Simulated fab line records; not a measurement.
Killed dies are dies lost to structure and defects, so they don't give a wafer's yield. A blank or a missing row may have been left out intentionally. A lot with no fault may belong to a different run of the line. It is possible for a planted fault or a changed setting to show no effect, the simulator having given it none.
fab line records -- flow nand_harc
record: lots: 5, wafers: 15, last_day: 33
route steps=1302 shown A_CHANNEL_HOLE_D1@486 A_CHANNEL_FILL_D1@490 A_DECK1_JOINT@518 END@1301
lots with no fault: from the same line, run without faults
start_h: the number of hours between the record's first day and the start of the first shown wafer of the lot -- wait_h: hours from the lot's prior step to this one -- " identical to the entry in the row above -- L1.1+2: a single row standing in for several wafers -- - no value, or no start given -- * or withheld: withheld -- < > ~ a bound
route shown NAME@n: names a module that has steps shown in the file, with the first one's number in the route -- usual: mean and standard deviation over wafers with no fault -- same: alike in all rows -- chamber/n: place in a boat -- sites: readings site by site -- _std_site: standard deviation across them -- _edge_site: inner sites' mean taken away from outer sites' mean -- radius_mm: for every site, how far away it sits from the centre of the wafer -- mask NAME#n: copy n -- behind: tool/chamber where the wafer was last shaped -- hold: what put the lot on hold/how long, in hours/how the hold closed -- device: whichever transistor did not switch (one of n, p or np) -- end of line: the tests these same wafers got at the end of their route -- a step without rows: its recipe alone -- killed: the dies lost at the first sort to structure and to defects; this is not the yield of the wafer -- map: shows each die of a wafer: x if killed, . if not, _ if none is there
set.NAME: the setting that was run; set.NAME@STEP: the one run at that earlier step -- model.NAME: the simulator's own value behind a step, which no gauge read
certain route steps with their lots: each step a table, each wafer a row
services: a tool's chamber out of use, with start hour (start_h, from the record's first day; less than 0 if before it), hours out, and reason
== steps ==
step: NHARC_A_CHANNEL_HOLE_D1_SRD_29
step: NHARC_A_CHANNEL_HOLE_D1_CD_MEAS_30
usual: cd_nm: 89.9/1.3
lot.wafer,tool,chamber,start_h,wait_h,cd_nm
L750.1,cd_sem-02,-,254.19,-,92.2
L750.2,cd_sem-02,-,254.19,-,88.0
L750.6,cd_sem-02,-,254.19,-,89.1
L757.2,cd_sem-03,-,338.24,-,88.1
L757.5,cd_sem-03,-,338.24,-,88.2
L757.6,cd_sem-03,-,338.24,-,91.0
L759.1,cd_sem-03,-,357.28,-,89.8
L759.3,cd_sem-03,-,357.28,-,90.5
L759.6,cd_sem-03,-,357.28,-,88.7
L762.1,cd_sem-02,-,388.76,-,90.1
L762.3,cd_sem-02,-,388.76,-,89.1
L762.5,cd_sem-02,-,388.76,-,89.8
L765.2,cd_sem-03,-,416.04,-,89.5
L765.4,cd_sem-03,-,416.04,-,88.6
L765.5,cd_sem-03,-,416.04,-,90.1
step: NHARC_A_CHANNEL_HOLE_D1_XSEM_31
recipe: landing_energy_ev: 35000
step: NHARC_A_CHANNEL_HOLE_D1_INSPECT_40
usual: raw_defect_count: 70/24
lot.wafer,tool,chamber,start_h,wait_h,raw_defect_count
L750.1,defect_inspect-01,-,254.38,-,73
L750.2,defect_inspect-01,-,254.38,-,107
L750.6,defect_inspect-01,-,254.38,-,115
L757.2,defect_inspect-02,-,338.42,-,80
L757.5,defect_inspect-02,-,338.42,-,61
L757.6,defect_inspect-02,-,338.42,-,63
L759.1,defect_inspect-01,-,357.47,-,96
L759.3,defect_inspect-01,-,357.47,-,79
L759.6,defect_inspect-01,-,357.47,-,87
L762.1,defect_inspect-02,-,388.95,-,61
L762.3,defect_inspect-02,-,388.95,-,65
L762.5,defect_inspect-02,-,388.95,-,49
L765.2,defect_inspect-01,-,416.23,-,66
L765.4,defect_inspect-01,-,416.23,-,54
L765.5,defect_inspect-01,-,416.23,-,55
step: NHARC_A_CHANNEL_FILL_D1_PRECLEAN_00
recipe: time_s: *, temp_c: 50, bath_age_min: 0, chemistry: SC1
step: NHARC_A_CHANNEL_FILL_D1_SRD_01
step: NHARC_A_CHANNEL_FILL_D1_ALD_02
recipe: target_thk_a: 60, pulse_time_s: 10, ald_cycles: 60, temp_c: 300, material: SiO2
step: NHARC_A_CHANNEL_FILL_D1_ALD_03
recipe: target_thk_a: 60, pulse_time_s: 60, ald_cycles: 58, temp_c: 630, pressure_torr: 2, material: SiNx
step: NHARC_A_CHANNEL_FILL_D1_ALD_14
recipe: target_thk_a: 25, pulse_time_s: 10, ald_cycles: 25, temp_c: 300, material: SiO2
step: NHARC_A_CHANNEL_FILL_D1_ALD_15
recipe: target_thk_a: 20, pulse_time_s: 60, ald_cycles: 19, temp_c: 630, pressure_torr: 2, material: SiNx
step: NHARC_A_CHANNEL_FILL_D1_ALD_16
recipe: target_thk_a: 15, pulse_time_s: 10, ald_cycles: 15, temp_c: 300, material: SiO2
usual: heater_power_w: 463/69, precursor_pulse_height_rel: 0.997/0.02
lot.wafer,tool,chamber,start_h,wait_h,heater_power_w,precursor_pulse_height_rel
L750.1,ald_hk-03,2,268.07,0.1,421,0.997
L750.2,ald_hk-03,3,268.07,0.1,542,1.001
L750.6,ald_hk-03,2,268.07,0.1,443,1.011
L757.2,ald_hk-03,3,350.13,0.2,536,1.003
L757.5,ald_hk-03,3,350.13,0.2,539,1.017
L757.6,ald_hk-03,0,350.13,0.2,516,1.048
L759.3,ald_hk-02,0,369.88,0.0,479,1.001
L759.1,ald_hk-02,3,369.88,0.0,457,0.993
L759.6,ald_hk-02,0,369.88,0.0,476,0.996
L762.3,ald_hk-02,3,402.83,0.1,443,0.961
L762.1,ald_hk-02,1,402.83,0.1,397,1.025
L762.5,ald_hk-02,3,402.83,0.1,437,0.969
L765.4,ald_hk-02,3,429.09,0.1,439,1.035
L765.2,ald_hk-02,0,429.09,0.1,501,1.002
L765.5,ald_hk-02,2,429.09,0.1,478,1.011
step: NHARC_A_CHANNEL_FILL_D1_ANNEAL_17
recipe: temp_c: 850, time_s: 1800
step: NHARC_A_CHANNEL_FILL_D1_CVD_18
recipe: target_thk_a: 30, temp_c: 550, material: poly-Si
usual: spike_tc_bottom_C: 570.2/1.8, spike_tc_centre_C: 549.6/1.3, spike_tc_lower_C: 550.3/0.96, spike_tc_top_C: 572/3.2, spike_tc_upper_C: 549.7/1.4, tube_center_temp_C: 550/0.05
lot.wafer,tool,chamber,start_h,wait_h,spike_tc_bottom_C,spike_tc_centre_C,spike_tc_lower_C,spike_tc_top_C,spike_tc_upper_C,tube_center_temp_C
L750.1,lpcvd_poly-03,0,277.84,-,583.2,563.0,564.6,588,565.3,563.54
L750.2,lpcvd_poly-03,0,277.84,-,584.2,563.6,562.8,588,564.7,563.63
L750.6,lpcvd_poly-03,0,277.84,-,585.2,562.8,562.1,587,563.7,563.53
L757.2,lpcvd_poly-03,0,359.81,-,570.5,551.3,551.2,575,552.1,549.92
L757.5,lpcvd_poly-03,0,359.81,-,569.1,552.4,549.2,576,550.0,549.99
L757.6,lpcvd_poly-03,0,359.81,-,571.3,551.1,550.3,573,552.4,549.99
L759.1,lpcvd_poly-04,0,379.77,-,570.8,547.6,551.1,568,551.3,550.03
L759.3,lpcvd_poly-04,0,379.77,-,571.6,549.5,549.9,568,549.6,549.95
L759.6,lpcvd_poly-04,0,379.77,-,572.6,549.1,549.2,568,550.1,550.08
L762.1,lpcvd_poly-02,0,412.65,-,568.6,550.2,549.2,573,548.6,549.99
L762.3,lpcvd_poly-02,0,412.65,-,569.3,549.8,549.3,575,549.9,549.99
L762.5,lpcvd_poly-02,0,412.65,-,567.2,552.0,548.4,574,548.5,549.95
L765.2,lpcvd_poly-03,0,439.25,-,571.5,549.9,550.7,577,550.3,549.93
L765.4,lpcvd_poly-03,0,439.25,-,570.2,549.5,551.0,574,550.9,549.96
L765.5,lpcvd_poly-03,0,439.25,-,569.9,549.6,549.0,576,550.2,550
step: NHARC_A_CHANNEL_FILL_D1_ETCHBACK_19
recipe: target_depth_a: 50, time_s: 1.7, hbr_flow_sccm: 150, cl2_flow_sccm: 50, rf_w: 400, icp_w: 400, bias_w: 100, chemistry: HBr/Cl2
step: NHARC_A_CHANNEL_FILL_D1_ETCHBACK_20
recipe: target_depth_a: 270, time_s: 13.5, c4f8_flow_sccm: withheld, o2_flow_sccm: 8, ar_flow_sccm: withheld, rf_w: 600, bias_w: 1500, chemistry: C4F8/O2/Ar
step: NHARC_A_CHANNEL_FILL_D1_STRIP_28
recipe: time_s: 20, o2_flow_sccm: 500, ar_flow_sccm: 0, bias_w: 0, chemistry: O2
usual: drypump_motor_current_A: 5.4/0.48, oes_product_au: 1.006/0.011, rf_vpp_V: 57.8/0.94, showerhead_plenum_p_Torr: 3.54/0.18, throttle_valve_pct: 17.036/0.0083
lot.wafer,tool,chamber,start_h,wait_h,drypump_motor_current_A,oes_product_au,rf_hours_counter_h,rf_vpp_V,showerhead_plenum_p_Torr,throttle_valve_pct
L750.1,rie_diel-01,2,280.12,0.1,5.8,1.004,3,57.2,3.34,17.042
L750.2,rie_diel-01,3,280.12,0.1,4.9,1.010,3,58.2,3.78,17.024
L750.6,rie_diel-01,2,280.12,0.1,5.8,0.999,-,57.2,3.34,17.032
L757.2,rie_diel-01,1,362.17,0.1,4.9,1.024,7,58.0,3.69,17.029
L757.6,rie_diel-01,2,362.17,0.1,5.8,1.011,-,57.6,3.34,17.037
L757.5,rie_diel-01,3,362.17,0.1,4.8,1.003,-,59.2,3.78,17.047
L759.3,rie_diel-03,1,382.12,0.1,6.1,1.023,7,58.0,3.35,17.048
L759.1,rie_diel-03,2,382.12,0.1,6.0,1.018,4,58.8,3.73,17.029
L759.6,rie_diel-03,1,382.12,0.1,6.0,1.030,-,56.8,3.35,17.027
L762.1,rie_diel-08,1,415.15,0.2,4.9,0.991,3,58.7,3.34,17.022
L762.3,rie_diel-08,3,415.15,0.2,4.8,0.994,3,58.4,3.62,17.045
L762.5,rie_diel-08,1,415.15,0.2,4.9,0.984,-,56.7,3.34,17.035
L765.4,rie_diel-03,1,441.57,0.1,6.1,1.012,11,57.2,3.34,17.034
L765.2,rie_diel-03,2,441.57,0.1,5.9,1.007,9,58.2,3.72,17.023
L765.5,rie_diel-03,1,441.57,0.1,6.1,1.010,-,57.4,3.34,17.045
step: NHARC_A_CHANNEL_FILL_D1_PRECLEAN_21
recipe: time_s: 30, chemistry: dHF
step: NHARC_A_CHANNEL_FILL_D1_SRD_23
step: NHARC_A_CHANNEL_FILL_D1_CVD_05
recipe: target_thk_a: 50, temp_c: 550, material: poly-Si
step: NHARC_A_CHANNEL_FILL_D1_ANNEAL_22
recipe: temp_c: 620, time_s: 7200
step: NHARC_A_CHANNEL_FILL_D1_ALD_25
recipe: target_thk_a: 600, pulse_time_s: 10, ald_cycles: 600, temp_c: 300, material: SiOx
step: NHARC_A_CHANNEL_FILL_D1_ETCHBACK_08
recipe: target_depth_a: 2200, time_s: 110, c4f8_flow_sccm: 20, ar_flow_sccm: withheld, rf_w: 600, bias_w: 300, chemistry: C4F8
usual: oes_product_au: 0.96/0.037, rf_fwd_power_W: 596.9/2, rf_vpp_V: 442/3.3
lot.wafer,tool,chamber,start_h,wait_h,oes_product_au,rf_fwd_power_W,rf_hours_counter_h,rf_vpp_V
L750.1,rie_diel-03,2,-,-,1.02,596.5,0.2,443
L750.2,rie_diel-03,0,-,-,1.00,600.2,0.2,437
L750.6,rie_diel-03,2,-,-,1.01,594.1,-,445
L757.2,rie_diel-01,1,-,-,0.94,598.0,7.5,445
L757.6,rie_diel-01,3,-,-,0.94,596.0,-,444
L757.5,rie_diel-01,1,-,-,0.94,599.5,-,443
L759.1,rie_diel-08,3,-,-,1.02,597.4,1.7,442
L759.3,rie_diel-08,1,-,-,1.00,597.0,1.9,437
L759.6,rie_diel-08,2,-,-,1.01,595.4,-,443
L762.1,rie_diel-08,3,-,-,0.93,598.3,3.8,442
L762.3,rie_diel-08,1,-,-,0.93,596.3,3.2,437
L762.5,rie_diel-08,0,-,-,0.94,599.1,-,438
L765.2,rie_diel-08,0,-,-,1.00,599.4,3.6,437
L765.4,rie_diel-08,1,-,-,0.99,600.2,3.5,438
L765.5,rie_diel-08,0,-,-,1.01,597.8,-,438
step: NHARC_A_CHANNEL_FILL_D1_STRIP_29
recipe: time_s: 20, o2_flow_sccm: 500, ar_flow_sccm: 0, bias_w: 0, chemistry: O2
usual: drypump_motor_current_A: 5.5/0.49, oes_product_au: 1.007/0.011, rf_vpp_V: 57.9/0.92, showerhead_plenum_p_Torr: 3.58/0.18, throttle_valve_pct: 17.036/0.0085
lot.wafer,tool,chamber,start_h,wait_h,drypump_motor_current_A,oes_product_au,rf_hours_counter_h,rf_vpp_V,showerhead_plenum_p_Torr,throttle_valve_pct
L750.1,rie_diel-03,1,-,-,6.1,1.015,0.2,57.8,3.35,17.051
L750.2,rie_diel-03,3,-,-,6.1,1.006,0.2,57.5,3.76,17.041
L750.6,rie_diel-03,1,-,-,6.1,1.019,-,57.6,3.35,17.047
L757.2,rie_diel-01,0,379.80,0.1,5.4,0.990,7.3,58.9,3.57,17.028
L757.6,rie_diel-01,3,379.80,0.1,4.9,1.010,-,58.2,3.78,17.033
L757.5,rie_diel-01,1,379.80,0.1,4.9,1.020,-,56.0,3.69,17.032
L759.1,rie_diel-08,3,-,-,4.9,1.003,1.8,58.6,3.62,17.036
L759.3,rie_diel-08,1,-,-,4.9,1.005,1.9,56.4,3.34,17.030
L759.6,rie_diel-08,3,-,-,4.8,1.008,-,56.8,3.62,17.024
L762.3,rie_diel-08,1,-,-,4.9,0.988,3.2,55.7,3.34,17.030
L762.1,rie_diel-08,2,-,-,5.4,1.009,3.7,58.2,3.62,17.045
L762.5,rie_diel-08,1,-,-,4.9,0.996,-,57.6,3.34,17.033
L765.4,rie_diel-08,2,-,-,5.4,1.010,4.0,58.6,3.62,17.023
L765.2,rie_diel-08,3,-,-,4.8,1.013,4.1,58.2,3.62,17.034
L765.5,rie_diel-08,3,-,-,4.8,1.001,-,60.3,3.62,17.034
step: NHARC_A_CHANNEL_FILL_D1_PRECLEAN_30
recipe: time_s: 30, chemistry: dHF
step: NHARC_A_CHANNEL_FILL_D1_SRD_31
step: NHARC_A_CHANNEL_FILL_D1_CVD_09
recipe: target_thk_a: 1500, temp_c: 620, pressure_mtorr: 200, time_s: 3000, material: poly-Si
step: NHARC_A_CHANNEL_FILL_D1_CMP_10
recipe: target_thk_nm: 150
step: NHARC_A_CHANNEL_FILL_D1_SRD_12
step: NHARC_A_CHANNEL_FILL_D1_INSPECT_13
usual: raw_defect_count: 305/110
lot.wafer,tool,chamber,start_h,wait_h,raw_defect_count
L750.1,defect_inspect-01,-,304.00,0.0,227
L750.2,defect_inspect-01,-,304.00,0.0,366
L750.6,defect_inspect-01,-,304.00,0.0,333
L757.2,defect_inspect-02,-,385.78,0.0,473
L757.5,defect_inspect-02,-,385.78,0.0,213
L757.6,defect_inspect-02,-,385.78,0.0,188
L759.1,defect_inspect-01,-,405.89,0.0,237
L759.3,defect_inspect-01,-,405.89,0.0,162
L759.6,defect_inspect-01,-,405.89,0.0,210
L762.1,defect_inspect-01,-,440.14,0.0,148
L762.3,defect_inspect-01,-,440.14,0.0,306
L762.5,defect_inspect-01,-,440.14,0.0,380
L765.2,defect_inspect-02,-,465.22,0.0,342
L765.4,defect_inspect-02,-,465.22,0.0,227
L765.5,defect_inspect-02,-,465.22,0.0,172
step: NHARC_A_DECK1_JOINT_ETCHBACK_07
recipe: target_depth_a: 1050, time_s: 26.9, hbr_flow_sccm: 150, rf_w: 350, icp_w: 350, bias_w: 60, chemistry: HBr
step: NHARC_A_DECK1_JOINT_ETCH_25
recipe: target_depth_a: 5, chemistry: dHF, material: SiO2
step: NHARC_A_DECK1_JOINT_ETCH_19
recipe: temp_c: 25, target_depth_a: 30, chemistry: TMAH, material: poly-Si
step: NHARC_A_DECK1_JOINT_ETCH_18
recipe: target_depth_a: 30, chemistry: dHF, material: SiO2
step: NHARC_A_DECK1_JOINT_WET_08
recipe: temp_c: 160, time_s: 86, chemistry: H3PO4
step: NHARC_A_DECK1_JOINT_ETCH_09
recipe: target_depth_a: 50, chemistry: dHF, material: SiO2
step: NHARC_A_DECK1_JOINT_WET_10
recipe: temp_c: 160, time_s: 86, chemistry: H3PO4
step: NHARC_A_DECK1_JOINT_ETCH_11
recipe: target_depth_a: 350, chemistry: dHF, material: SiO2
step: NHARC_A_DECK1_JOINT_CVD_12
recipe: target_thk_a: 900, temp_c: 620, pressure_mtorr: 200, time_s: 1800, material: poly-Si
step: NHARC_A_DECK1_JOINT_CMP_13
recipe: target_thk_nm: 51.023
usual: motor_current_A: 11.4/1.2, slurry_filter_dp_kPa: 13.51/0.13, time_to_endpoint_s: 8.7/2
lot.wafer,tool,chamber,start_h,wait_h,motor_current_A,slurry_filter_dp_kPa,time_to_endpoint_s
L750.2,cmp-01,3,314.61,0.4,9.6,13.60,7.0
L750.1,cmp-01,1,314.61,0.4,10.0,13.65,11.5
L750.6,cmp-01,2,314.61,0.4,10.8,13.46,11.1
L757.2,cmp-02,0,396.10,0.4,10.4,13.69,6.3
L757.5,cmp-02,0,396.10,0.4,10.0,13.40,6.4
L757.6,cmp-02,1,396.10,0.4,10.4,13.60,6.0
L759.3,cmp-02,3,416.24,0.4,13.8,13.40,10.4
L759.1,cmp-02,1,416.24,0.4,10.6,13.80,6.9
L759.6,cmp-02,0,416.24,0.4,10.5,13.88,8.0
L762.1,cmp-04,1,450.52,0.4,10.9,13.15,12.3
L762.3,cmp-04,2,450.52,0.4,11.7,13.51,11.2
L762.5,cmp-04,3,450.52,0.4,10.6,13.69,10.2
L765.4,cmp-04,1,475.37,0.4,11.0,13.37,6.1
L765.2,cmp-04,2,475.37,0.4,11.8,13.58,6.4
L765.5,cmp-04,1,475.37,0.4,11.6,13.66,5.2
step: NHARC_END_WLT_00
usual: VT_DECK1_BOTTOM: 0.870/0.0071, VT_DECK1_BOTTOM_INNER: 0.869/0.007, VT_DECK1_MEDIAN_NEAR_BOTTOM: 0.871/0.0069, VT_DECK1_MEDIAN_NEAR_BOTTOM_INNER: 0.871/0.0069, VT_DECK1_MIDDLE: 0.883/0.0061, VT_DECK1_MIDDLE_INNER: 0.883/0.0063, VT_DECK1_TOP: 0.895/0.0062, VT_DECK1_TOP_INNER: 0.895/0.0068, VT_DECK2_BOTTOM: 0.875/0.0085, VT_DECK2_BOTTOM_INNER: 0.874/0.0084, VT_DECK2_MEDIAN_NEAR_BOTTOM: 0.876/0.008, VT_DECK2_MEDIAN_NEAR_BOTTOM_INNER: 0.877/0.0087, VT_DECK2_MIDDLE: 0.889/0.0076, VT_DECK2_MIDDLE_INNER: 0.888/0.0078, VT_DECK2_TOP: 0.901/0.008, VT_DECK2_TOP_INNER: 0.901/0.0076
lot.wafer,tool,chamber,start_h,wait_h,VT_DECK1_BOTTOM,VT_DECK1_BOTTOM_INNER,VT_DECK1_MEDIAN_NEAR_BOTTOM,VT_DECK1_MEDIAN_NEAR_BOTTOM_INNER,VT_DECK1_MIDDLE,VT_DECK1_MIDDLE_INNER,VT_DECK1_TOP,VT_DECK1_TOP_INNER,VT_DECK2_BOTTOM,VT_DECK2_BOTTOM_INNER,VT_DECK2_MEDIAN_NEAR_BOTTOM,VT_DECK2_MEDIAN_NEAR_BOTTOM_INNER,VT_DECK2_MIDDLE,VT_DECK2_MIDDLE_INNER,VT_DECK2_TOP,VT_DECK2_TOP_INNER
L750.1,prober-02,-,621.99,0.1,0.930,0.921,0.932,0.916,0.941,0.936,0.953,0.934,0.881,0.883,0.876,0.883,0.890,0.893,0.907,0.905
L750.2,prober-02,-,621.99,0.1,0.912,0.909,0.910,0.912,0.925,0.938,0.943,0.942,0.876,0.875,0.879,0.883,0.888,0.889,0.899,0.904
L750.6,prober-02,-,624.46,2.5,0.910,0.914,0.920,0.917,0.927,0.924,0.948,0.940,0.880,0.877,0.880,0.877,0.892,0.893,0.907,0.901
L757.2,prober-02,-,708.45,0.6,0.871,0.870,0.867,0.864,0.886,0.884,0.903,0.894,0.864,0.870,0.871,0.866,0.885,0.890,0.884,0.890
L757.5,prober-02,-,709.95,2.1,0.868,0.867,0.863,0.865,0.884,0.885,0.896,0.913,0.864,0.863,0.871,0.872,0.884,0.885,0.890,0.885
L757.6,prober-02,-,709.95,2.1,0.881,0.872,0.877,0.872,0.890,0.895,0.902,0.900,0.863,0.865,0.874,0.868,0.883,0.879,0.889,0.899
L759.1,prober-01,-,719.17,0.0,0.865,0.876,0.870,0.868,0.887,0.891,0.898,0.888,0.866,0.874,0.876,0.872,0.882,0.884,0.899,0.895
L759.3,prober-01,-,720.19,1.1,0.868,0.864,0.877,0.874,0.875,0.885,0.896,0.895,0.863,0.870,0.876,0.872,0.882,0.879,0.892,0.895
L759.6,prober-01,-,721.71,2.6,0.860,0.866,0.861,0.862,0.872,0.877,0.887,0.890,0.862,0.869,0.871,0.856,0.888,0.880,0.904,0.895
L762.1,prober-01,-,769.73,1.8,0.872,0.871,0.877,0.873,0.893,0.896,0.892,0.899,0.872,0.880,0.868,0.867,0.878,0.880,0.891,0.900
L762.3,prober-01,-,769.73,1.8,0.871,0.874,0.873,0.874,0.885,0.887,0.900,0.905,0.869,0.866,0.869,0.869,0.882,0.880,0.887,0.891
L762.5,prober-01,-,769.73,1.8,0.873,0.878,0.867,0.871,0.889,0.889,0.896,0.900,0.867,0.863,0.869,0.876,0.887,0.888,0.895,0.898
L765.2,prober-01,-,796.50,0.5,0.865,0.858,0.872,0.865,0.880,0.883,0.896,0.890,0.868,0.870,0.875,0.873,0.892,0.885,0.901,0.893
L765.4,prober-01,-,797.51,1.5,0.859,0.864,0.863,0.873,0.886,0.881,0.895,0.891,0.869,0.870,0.870,0.870,0.886,0.884,0.898,0.896
L765.5,prober-01,-,797.51,1.5,0.864,0.865,0.867,0.866,0.883,0.878,0.891,0.899,0.877,0.867,0.874,0.883,0.886,0.882,0.890,0.904
step: NHARC_END_SORT_01
recipe: temp_c: 25
usual: killed_at_array: 54/17, killed_at_other: 1.0/1.4, killed_at_periphery: 3.6/2.1, killed_dies: 58/17, killed_open: 3.2/2, killed_short: 2.5/1.5
same: gross_dies: 677
lot.wafer,tool,chamber,start_h,wait_h,killed_at_array,killed_at_other,killed_at_periphery,killed_dies,killed_open,killed_short
L762.1,prober-01,0,772.69,2.5,57,4,7,68,1,3
L762.3,prober-01,0,774.30,3.1,60,2,3,65,1,3
L762.5,prober-01,0,775.91,3.7,56,2,1,59,2,2
killed by level:class
L762.1 A_SLIT:chamber_film_flake=36 A_CHANNEL_HOLE_D1:chamber_film_flake=9 A_CONTACT:chamber_film_flake=5 THIN_TSV:chamber_film_flake=4 P_ZERO_WELL:chamber_film_flake=3 P_GATE:chamber_film_flake=3 A_ONON_D1:geometric_particle:short=1 A_CHANNEL_HOLE_D1:geometric_particle:short=1
L762.3 A_SLIT:chamber_film_flake=29 A_CHANNEL_HOLE_D1:chamber_film_flake=19 A_CHANNEL_FILL_D2:chamber_film_flake=3 A_CONTACT:chamber_film_flake=3 A_CHANNEL_FILL_D1:geometric_particle:short=2 P_ZERO_WELL:chamber_film_flake=2 THIN_TSV:chamber_film_flake=2 A_CHANNEL_FILL_D1:geometric_particle:open=1
L762.5 A_SLIT:chamber_film_flake=27 A_CHANNEL_HOLE_D1:chamber_film_flake=12 A_CONTACT:chamber_film_flake=6 A_STAIRCASE:chamber_film_flake=4 THIN_TSV:chamber_film_flake=2 A_ONON_D1:geometric_particle:short=1 A_CHANNEL_FILL_D2:geometric_particle:open=1 A_SGD_CUT:geometric_particle:open=1
== services ==
tool,chamber,start_h,hours,kind
rie_diel-03,0,252.70,7.2,repair
cmp-02,-,257.02,1.5,repair
cmp-04,-,265.00,1.0,repair
cmp-04,-,267.25,0.5,repair
cmp-04,-,275.69,1.5,repair
ald_hk-03,-,277.83,0.5,repair
rie_diel-03,-,281.30,9.0,pm
rie_diel-03,2,302.23,9.1,repair
cmp-04,-,307.00,4.0,pm
ald_hk-02,-,324.62,0.3,repair
cmp-02,-,330.50,4.0,pm
ald_hk-02,-,336.19,3.0,repair
ald_hk-02,-,348.34,10.0,pm
ald_hk-03,-,356.53,1.1,repair
cmp-04,-,358.14,1.1,repair
rie_diel-08,-,367.80,9.0,pm
rie_diel-01,2,378.10,6.4,repair
rie_diel-01,-,380.86,9.0,pm
lpcvd_poly-03,-,387.21,26.0,pm
rie_diel-03,1,393.66,8.5,repair
rie_diel-03,0,396.05,6.9,repair
rie_diel-01,2,418.26,8.7,repair
rie_diel-01,0,420.49,13.5,repair
rie_diel-03,-,458.30,9.0,pm
== key ==
first_sign: step: NHARC_A_CHANNEL_FILL_D1_CVD_18, reading: tube_center_temp_C, direction: up, sigmas: 99+, usual: *, struck: *
effect: step: NHARC_A_CHANNEL_FILL_D1_CVD_18, reading: spike_tc_lower_C, direction: up, sigmas: 13, usual: 550.3, struck: 563.2
effect: step: NHARC_END_WLT_00, reading: VT_DECK1_TOP, direction: up, sigmas: 8.6, usual: 0.895, struck: 0.948
met_at NHARC_A_CHANNEL_FILL_D1_CVD_18
struck_wafers L750.1,L750.2,L750.6
tester_left_out L750
fault: kind: process_parameter_drift, tool: lpcvd_poly-03, chamber: -, onset_h: 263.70, steps: NHARC_P_GATE_CVD_17,NHARC_A_SOURCE_PLATE_CVD_03,NHARC_A_CHANNEL_FILL_D1_CVD_18,NHARC_A_CHANNEL_FILL_D1_CVD_05,NHARC_A_CHANNEL_FILL_D1_CVD_09,NHARC_A_DECK1_JOINT_CVD_12,NHARC_A_CHANNEL_FILL_D2_CVD_18,NHARC_A_CHANNEL_FILL_D2_CVD_05,+2, channel: temp_c, offset: *, shape: step, end_h: 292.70
tester_left_out: of these lots the tester's yield and bins aren't shown, on N5 and GAA mostly nor the transistor test; their killed dies are dies lost to structure and defects alone, not to doping, threshold or leakage, so they don't give the yield
